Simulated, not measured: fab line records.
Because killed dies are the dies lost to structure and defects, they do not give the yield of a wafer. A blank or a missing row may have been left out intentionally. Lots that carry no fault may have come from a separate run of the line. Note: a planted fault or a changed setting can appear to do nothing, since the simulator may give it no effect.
A sampling plan put to the test | flow nand-harc | each of the 39 faults these records tell of, on one fab line, judged from the records of the lots it struck
The plan consists of the line's own looks: route steps at which the wafer is read by a gauge or an inspection but not changed. A look is open to judgement when struck wafers have a number at it and the file gives its usual mean and standard deviation on fault-free wafers. Caught: a look later than the fault's first step finds the struck wafers' mean 4 or more of those standard deviations (sigma) from the usual mean. On the tool: the test repeated on the tool's own readings taken at the fault's steps. If the struck wafers alone have a blank record, or they carry another recipe, that too counts as caught.

THE FAULTS, as the simulator had put them in
1. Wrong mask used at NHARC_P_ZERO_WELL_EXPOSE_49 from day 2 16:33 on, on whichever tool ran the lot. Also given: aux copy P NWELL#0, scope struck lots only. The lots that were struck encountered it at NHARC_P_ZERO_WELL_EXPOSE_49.
2. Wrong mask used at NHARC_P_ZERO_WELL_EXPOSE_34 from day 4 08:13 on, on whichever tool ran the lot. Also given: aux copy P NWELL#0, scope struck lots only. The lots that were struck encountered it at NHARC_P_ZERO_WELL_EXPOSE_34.
3. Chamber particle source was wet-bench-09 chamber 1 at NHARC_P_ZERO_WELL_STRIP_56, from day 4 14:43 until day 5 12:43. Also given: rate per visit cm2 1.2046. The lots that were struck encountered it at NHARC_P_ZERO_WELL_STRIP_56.
4. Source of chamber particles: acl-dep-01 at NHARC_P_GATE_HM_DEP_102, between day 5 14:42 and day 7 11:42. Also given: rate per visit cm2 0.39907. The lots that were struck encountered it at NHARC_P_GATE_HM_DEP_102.
5. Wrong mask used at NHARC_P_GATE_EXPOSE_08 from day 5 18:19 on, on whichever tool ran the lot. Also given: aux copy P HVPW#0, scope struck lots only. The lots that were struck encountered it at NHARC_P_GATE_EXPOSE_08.
6. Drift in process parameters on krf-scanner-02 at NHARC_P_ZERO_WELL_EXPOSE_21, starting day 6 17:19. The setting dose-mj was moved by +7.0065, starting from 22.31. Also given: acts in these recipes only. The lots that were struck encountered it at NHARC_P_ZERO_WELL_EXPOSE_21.
7. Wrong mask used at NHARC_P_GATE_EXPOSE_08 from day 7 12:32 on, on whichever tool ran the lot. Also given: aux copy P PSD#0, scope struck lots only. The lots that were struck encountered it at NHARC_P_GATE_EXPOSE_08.
8. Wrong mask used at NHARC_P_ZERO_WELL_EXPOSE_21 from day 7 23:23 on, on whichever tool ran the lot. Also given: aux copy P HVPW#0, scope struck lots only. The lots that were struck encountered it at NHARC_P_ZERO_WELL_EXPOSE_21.
9. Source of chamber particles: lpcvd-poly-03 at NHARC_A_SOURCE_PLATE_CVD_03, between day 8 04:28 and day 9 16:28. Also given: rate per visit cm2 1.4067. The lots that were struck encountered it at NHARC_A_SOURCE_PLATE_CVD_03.
10. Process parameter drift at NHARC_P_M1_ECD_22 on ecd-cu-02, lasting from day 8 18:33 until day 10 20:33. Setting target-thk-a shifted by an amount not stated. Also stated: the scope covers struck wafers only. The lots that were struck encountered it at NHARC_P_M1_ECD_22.
11. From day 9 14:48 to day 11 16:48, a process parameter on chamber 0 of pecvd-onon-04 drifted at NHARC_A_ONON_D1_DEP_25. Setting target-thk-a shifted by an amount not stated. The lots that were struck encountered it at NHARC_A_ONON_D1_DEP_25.
12. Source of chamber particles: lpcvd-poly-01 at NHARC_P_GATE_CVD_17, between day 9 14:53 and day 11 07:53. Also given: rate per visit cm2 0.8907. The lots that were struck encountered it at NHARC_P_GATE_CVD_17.
13. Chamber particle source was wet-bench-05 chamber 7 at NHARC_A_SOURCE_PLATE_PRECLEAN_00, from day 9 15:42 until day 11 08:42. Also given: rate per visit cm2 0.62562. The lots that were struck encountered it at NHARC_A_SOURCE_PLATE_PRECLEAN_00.
14. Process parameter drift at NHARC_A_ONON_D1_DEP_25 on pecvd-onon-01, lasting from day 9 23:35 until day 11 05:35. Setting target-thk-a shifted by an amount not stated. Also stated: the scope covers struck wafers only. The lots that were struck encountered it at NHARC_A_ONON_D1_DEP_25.
15. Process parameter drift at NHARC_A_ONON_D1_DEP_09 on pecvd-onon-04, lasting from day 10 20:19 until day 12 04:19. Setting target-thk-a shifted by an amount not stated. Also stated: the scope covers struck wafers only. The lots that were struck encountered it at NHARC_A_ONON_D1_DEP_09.
16. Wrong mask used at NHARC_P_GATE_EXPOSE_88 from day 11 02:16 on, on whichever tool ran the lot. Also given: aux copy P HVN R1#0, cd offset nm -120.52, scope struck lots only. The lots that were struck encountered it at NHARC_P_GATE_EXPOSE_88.
17. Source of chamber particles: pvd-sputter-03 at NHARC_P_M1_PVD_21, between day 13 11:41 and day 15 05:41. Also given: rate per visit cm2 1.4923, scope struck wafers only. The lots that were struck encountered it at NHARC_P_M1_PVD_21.
18. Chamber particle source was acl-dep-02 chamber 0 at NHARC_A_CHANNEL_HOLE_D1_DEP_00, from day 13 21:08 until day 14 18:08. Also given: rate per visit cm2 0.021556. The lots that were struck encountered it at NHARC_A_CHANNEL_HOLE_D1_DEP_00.
19. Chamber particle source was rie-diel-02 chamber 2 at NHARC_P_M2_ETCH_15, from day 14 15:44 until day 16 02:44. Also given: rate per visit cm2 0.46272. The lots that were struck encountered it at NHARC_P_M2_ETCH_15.
20. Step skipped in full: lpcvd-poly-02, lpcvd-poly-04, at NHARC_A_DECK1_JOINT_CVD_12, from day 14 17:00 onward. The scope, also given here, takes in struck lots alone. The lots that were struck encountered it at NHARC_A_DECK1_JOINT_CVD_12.
21. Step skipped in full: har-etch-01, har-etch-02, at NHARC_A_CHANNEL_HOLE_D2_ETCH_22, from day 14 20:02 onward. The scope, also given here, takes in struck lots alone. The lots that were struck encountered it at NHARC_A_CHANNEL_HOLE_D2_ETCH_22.
22. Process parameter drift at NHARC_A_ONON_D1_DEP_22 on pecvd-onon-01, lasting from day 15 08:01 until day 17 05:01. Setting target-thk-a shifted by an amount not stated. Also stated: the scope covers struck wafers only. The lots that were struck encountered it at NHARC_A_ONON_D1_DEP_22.
23. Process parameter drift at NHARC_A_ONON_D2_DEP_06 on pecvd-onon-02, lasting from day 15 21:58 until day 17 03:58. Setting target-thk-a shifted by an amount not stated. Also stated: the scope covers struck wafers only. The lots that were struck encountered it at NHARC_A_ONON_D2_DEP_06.
24. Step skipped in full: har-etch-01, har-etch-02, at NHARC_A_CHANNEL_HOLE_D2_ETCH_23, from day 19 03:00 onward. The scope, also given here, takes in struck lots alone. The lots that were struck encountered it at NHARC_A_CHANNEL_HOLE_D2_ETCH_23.
25. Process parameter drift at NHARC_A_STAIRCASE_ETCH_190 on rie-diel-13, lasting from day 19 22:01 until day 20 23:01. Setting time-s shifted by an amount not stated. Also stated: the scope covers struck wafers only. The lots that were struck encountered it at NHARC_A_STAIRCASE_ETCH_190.
26. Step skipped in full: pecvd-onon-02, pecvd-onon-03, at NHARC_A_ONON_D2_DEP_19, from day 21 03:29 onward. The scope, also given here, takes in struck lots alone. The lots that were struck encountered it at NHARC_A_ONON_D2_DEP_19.
27. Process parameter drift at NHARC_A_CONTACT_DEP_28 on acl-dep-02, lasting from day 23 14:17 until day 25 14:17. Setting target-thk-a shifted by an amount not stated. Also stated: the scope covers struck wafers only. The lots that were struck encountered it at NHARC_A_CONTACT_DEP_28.
28. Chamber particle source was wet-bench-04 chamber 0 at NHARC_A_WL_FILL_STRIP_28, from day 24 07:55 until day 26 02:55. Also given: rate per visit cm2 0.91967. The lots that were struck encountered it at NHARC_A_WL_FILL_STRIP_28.
29. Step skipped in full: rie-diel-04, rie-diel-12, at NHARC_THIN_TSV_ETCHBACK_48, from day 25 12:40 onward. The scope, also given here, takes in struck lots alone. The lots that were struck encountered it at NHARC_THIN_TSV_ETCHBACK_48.
30. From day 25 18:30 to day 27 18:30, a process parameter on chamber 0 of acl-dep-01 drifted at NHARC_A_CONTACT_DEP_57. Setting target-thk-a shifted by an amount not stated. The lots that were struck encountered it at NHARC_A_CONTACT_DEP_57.
31. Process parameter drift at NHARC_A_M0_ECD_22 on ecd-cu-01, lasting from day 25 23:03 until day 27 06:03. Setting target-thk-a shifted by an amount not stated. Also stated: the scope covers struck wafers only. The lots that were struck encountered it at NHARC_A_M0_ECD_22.
32. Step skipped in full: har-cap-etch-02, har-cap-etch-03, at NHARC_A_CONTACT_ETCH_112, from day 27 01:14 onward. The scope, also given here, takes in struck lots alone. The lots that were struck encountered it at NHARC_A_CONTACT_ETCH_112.
33. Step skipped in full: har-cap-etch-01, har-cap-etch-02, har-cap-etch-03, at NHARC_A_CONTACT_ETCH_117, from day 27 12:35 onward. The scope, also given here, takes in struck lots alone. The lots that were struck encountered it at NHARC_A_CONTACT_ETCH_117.
34. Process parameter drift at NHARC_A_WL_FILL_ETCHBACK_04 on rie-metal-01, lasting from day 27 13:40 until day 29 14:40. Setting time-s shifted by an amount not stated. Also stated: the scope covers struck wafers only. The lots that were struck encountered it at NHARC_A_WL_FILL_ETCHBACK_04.
35. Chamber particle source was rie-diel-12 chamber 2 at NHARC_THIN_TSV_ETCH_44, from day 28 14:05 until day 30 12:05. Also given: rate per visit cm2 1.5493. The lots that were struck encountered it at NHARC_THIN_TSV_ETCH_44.
36. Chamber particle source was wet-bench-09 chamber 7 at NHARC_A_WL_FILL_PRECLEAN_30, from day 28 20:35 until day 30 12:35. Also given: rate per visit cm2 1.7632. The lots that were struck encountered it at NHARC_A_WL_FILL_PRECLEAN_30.
37. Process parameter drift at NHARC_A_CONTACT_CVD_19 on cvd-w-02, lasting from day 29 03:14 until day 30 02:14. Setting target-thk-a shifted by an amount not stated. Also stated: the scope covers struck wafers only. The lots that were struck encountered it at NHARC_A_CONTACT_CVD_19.
38. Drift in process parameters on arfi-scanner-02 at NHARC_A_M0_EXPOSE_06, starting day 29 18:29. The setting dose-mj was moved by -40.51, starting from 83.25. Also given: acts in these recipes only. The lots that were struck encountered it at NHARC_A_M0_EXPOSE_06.
39. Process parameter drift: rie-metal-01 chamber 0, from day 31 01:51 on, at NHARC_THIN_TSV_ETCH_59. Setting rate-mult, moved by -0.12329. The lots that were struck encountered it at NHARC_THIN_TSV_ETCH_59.

WHAT THE PLAN SAW
fault | on the tool itself                               | first look that catches it                   | reading, sigma                                        | median hours from its first step to that look | hours from the fault's start to the first struck lot there | judged looks passed uncaught
1     | no reading that can be judged                    | NHARC_END_SORT_01                            | killed-at-periphery +99 or beyond                     | 549.7                                         | 552                                                        | 0
2     | under 2 sigma                                    | NHARC_END_SORT_01                            | killed-at-periphery +99 or beyond                     | 558.6                                         | 564                                                        | 0
3     | under 2 sigma                                    | NHARC_P_ZERO_WELL_INSPECT_43                 | raw-defect-count +99 or beyond                        | 1.1                                           | 11                                                         | 0
4     | under 2 sigma                                    | NHARC_P_GATE_INSPECT_28                      | raw-defect-count +90                                  | 1.4                                           | 11                                                         | 1
5     | no reading that can be judged                    | NHARC_END_SORT_01                            | killed-at-periphery +99 or beyond                     | 485.7                                         | 487                                                        | 1
6     | exposure-dose-mJ-cm2 +99 or beyond sigma         | NHARC_P_ZERO_WELL_CD_MEAS_24                 | cd-nm +24                                             | 0.2                                           | 5                                                          | 0
7     | no reading that can be judged                    | NHARC_END_SORT_01                            | killed-at-periphery +99 or beyond                     | 475.9                                         | 479                                                        | 0
8     | no reading that can be judged                    | no look after it can be judged               | -                                                     | -                                             | -                                                          | 0
9     | under 2 sigma                                    | NHARC_A_SOURCE_PLATE_INSPECT_08              | raw-defect-count +42                                  | 10.6                                          | 28                                                         | 1
10    | no reading that can be judged                    | no look after it can be judged               | -                                                     | -                                             | -                                                          | 0
11    | no reading that can be judged                    | NHARC_A_ONON_D1_THK_MEAS_27                  | thk-nm -38                                            | 0.5                                           | 6                                                          | 0
12    | under 2 sigma                                    | NHARC_P_GATE_INSPECT_28                      | raw-defect-count +99 or beyond                        | 7.1                                           | 14                                                         | 0
13    | no reading that can be judged                    | NHARC_A_SOURCE_PLATE_INSPECT_08              | raw-defect-count +18                                  | 20.6                                          | 40                                                         | 1
14    | no reading that can be judged                    | NHARC_A_ONON_D1_THK_MEAS_27                  | thk-nm +35                                            | 0.4                                           | 4                                                          | 0
15    | no reading that can be judged                    | NHARC_A_ONON_D1_THK_MEAS_11                  | thk-nm +6.7                                           | 0.5                                           | 6                                                          | 0
16    | no reading that can be judged                    | NHARC_P_GATE_CD_MEAS_91                      | cd-nm -66                                             | 0.2                                           | 6                                                          | 0
17    | under 2 sigma                                    | NHARC_END_SORT_01                            | killed-at-periphery +25                               | 437.7                                         | 441                                                        | 1
18    | under 2 sigma                                    | NHARC_A_CHANNEL_HOLE_D1_INSPECT_12           | raw-defect-count +4.8                                 | 2.3                                           | 8                                                          | 1
19    | under 2 sigma                                    | NHARC_END_SORT_01                            | killed-at-periphery +23                               | 441.5                                         | 444                                                        | 1
20    | the tool's record is blank for the struck wafers | NHARC_END_SORT_01                            | killed-at-array +33                                   | 330.8                                         | 327                                                        | 0
21    | the tool's record is blank for the struck wafers | NHARC_A_CHANNEL_HOLE_D2_CD_MEAS_31           | cd-nm -59                                             | 4.5                                           | 10                                                         | 0
22    | no reading that can be judged                    | NHARC_A_ONON_D1_THK_MEAS_24                  | thk-nm -49                                            | 0.5                                           | 10                                                         | 0
23    | no reading that can be judged                    | NHARC_A_ONON_D2_THK_MEAS_08                  | thk-nm +19                                            | 0.5                                           | 5                                                          | 0
24    | the tool's record is blank for the struck wafers | NHARC_A_CHANNEL_HOLE_D2_CD_MEAS_31           | cd-nm -59                                             | 4.0                                           | 14                                                         | 0
25    | run-length-s +26 sigma                           | NHARC_END_SORT_01                            | killed-at-array +33                                   | 229.9                                         | 251                                                        | 0
26    | the tool's record is blank for the struck wafers | NHARC_END_SORT_01                            | killed-at-array +34                                   | 279.9                                         | 287                                                        | 0
27    | under 2 sigma                                    | NHARC_END_SORT_01                            | killed-at-array +34                                   | 78.6                                          | 93                                                         | 0
28    | no reading that can be judged                    | NHARC_END_SORT_01                            | killed-at-array +4.1                                  | 114.2                                         | 152                                                        | 0
29    | the tool's record is blank for the struck wafers | NHARC_END_SORT_01                            | killed-at-other +99 or beyond                         | 16.6                                          | 20                                                         | 0
30    | under 2 sigma                                    | NHARC_END_SORT_01                            | killed-at-array +34                                   | 71.1                                          | 90                                                         | 0
31    | no reading that can be judged                    | not the one look that can be judged after it | strongest: killed-at-array at NHARC_END_SORT_01, +3.0 | -                                             | -                                                          | 1
32    | the tool's record is blank for the struck wafers | NHARC_END_SORT_01                            | killed-at-array +34                                   | 81.5                                          | 77                                                         | 0
33    | the tool's record is blank for the struck wafers | NHARC_END_SORT_01                            | killed-at-array +34                                   | 75.9                                          | 79                                                         | 0
34    | run-length-s -81 sigma                           | NHARC_END_SORT_01                            | killed-at-array +9.2                                  | 95.6                                          | 103                                                        | 0
35    | under 2 sigma                                    | NHARC_END_SORT_01                            | killed-at-other +39                                   | 18.4                                          | 41                                                         | 1
36    | no reading that can be judged                    | not the one look that can be judged after it | strongest: killed-at-array at NHARC_END_SORT_01, +3.7 | -                                             | -                                                          | 1
37    | under 2 sigma                                    | not the one look that can be judged after it | -                                                     | -                                             | -                                                          | 1
38    | exposure-dose-mJ-cm2 -99 or beyond sigma         | NHARC_A_M0_CD_MEAS_09                        | cd-nm -44                                             | 0.1                                           | 9                                                          | 0
39    | oes-product-au -6.5 sigma                        | NHARC_END_SORT_01                            | killed-at-other +99 or beyond                         | 10.2                                          | 17                                                         | 0
Dash: fault not caught, or number not given in these records.

Caught at a look: 34 of 39. Caught on the tool: 12 of 39. By one or the other: 34 of 39.
Caught at a look alone: faults 1, 2, 3, 4, 5, 7, 9, 11, 12, 13, 14, 15, 16, 17, 18, 19, 22, 23, 27, 28, 30, 35.
Caught by neither: faults 8, 10, 31, 36, 37.

THINNER SAMPLING
If the look that catches a fault measured only every second or every third lot, by lot number, the first struck lot would be measured this late in the worst case:
fault | struck lots at that look, in order of time | every lot | every second lot | every third lot
1     | L309                                       | 552 h     | may miss it      | may miss it
2     | L537                                       | 564 h     | may miss it      | may miss it
3     | L453                                       | 11 h      | may miss it      | may miss it
4     | L929, L931                                 | 11 h      | may miss all 2   | may miss all 2
5     | L281                                       | 487 h     | may miss it      | may miss it
6     | L848, L856                                 | 5 h       | may miss all 2   | may miss all 2
7     | L550                                       | 479 h     | may miss it      | may miss it
9     | L244, L243                                 | 28 h      | 28 h             | may miss all 2
11    | L407, L412                                 | 6 h       | 45 h             | may miss all 2
12    | L662, L665, L664                           | 14 h      | 39 h             | may miss all 3
13    | L917                                       | 40 h      | may miss it      | may miss it
14    | L178, L179                                 | 4 h       | 26 h             | may miss all 2
15    | L208, L211                                 | 6 h       | 32 h             | may miss all 2
16    | L775                                       | 6 h       | may miss it      | may miss it
17    | L548, L551                                 | 441 h     | 475 h            | may miss all 2
18    | L520, L522                                 | 8 h       | may miss all 2   | may miss all 2
19    | L982, L984, L985                           | 444 h     | 472 h            | may miss all 3
20    | L396, L398                                 | 327 h     | may miss all 2   | may miss all 2
21    | L355, L354, L356                           | 10 h      | 10 h             | 14 h
22    | L868, L871                                 | 10 h      | 37 h             | may miss all 2
23    | L569, L571                                 | 5 h       | may miss all 2   | may miss all 2
24    | L576, L575                                 | 14 h      | 15 h             | may miss all 2
25    | L167                                       | 251 h     | may miss it      | may miss it
26    | L120, L119, L121                           | 287 h     | 288 h            | 307 h
27    | L939, L938                                 | 93 h      | 103 h            | may miss all 2
28    | L943                                       | 152 h     | may miss it      | may miss it
29    | L433, L435                                 | 20 h      | may miss all 2   | may miss all 2
30    | L202, L204                                 | 90 h      | may miss all 2   | may miss all 2
32    | L238, L237                                 | 77 h      | 84 h             | may miss all 2
33    | L791, L790, L788                           | 79 h      | 85 h             | may miss all 3
34    | L344, L345, L347                           | 103 h     | 126 h            | may miss all 3
35    | L699, L705                                 | 41 h      | may miss all 2   | may miss all 2
38    | L132, L137                                 | 9 h       | 35 h             | may miss all 2
39    | L703                                       | 17 h      | may miss it      | may miss it
Hours are from the fault's start to the first struck lot that is measured. The limit of 4 sigma was tested on all struck wafers together, so one lot alone may lie under it. Other struck lots may not be in these records.

THE LONGEST TIMED WAY FROM STEP TO LOOK
Fault 2: the median time between NHARC_P_ZERO_WELL_EXPOSE_34 and NHARC_END_SORT_01 is 558.6 hours. No look between them can be judged.
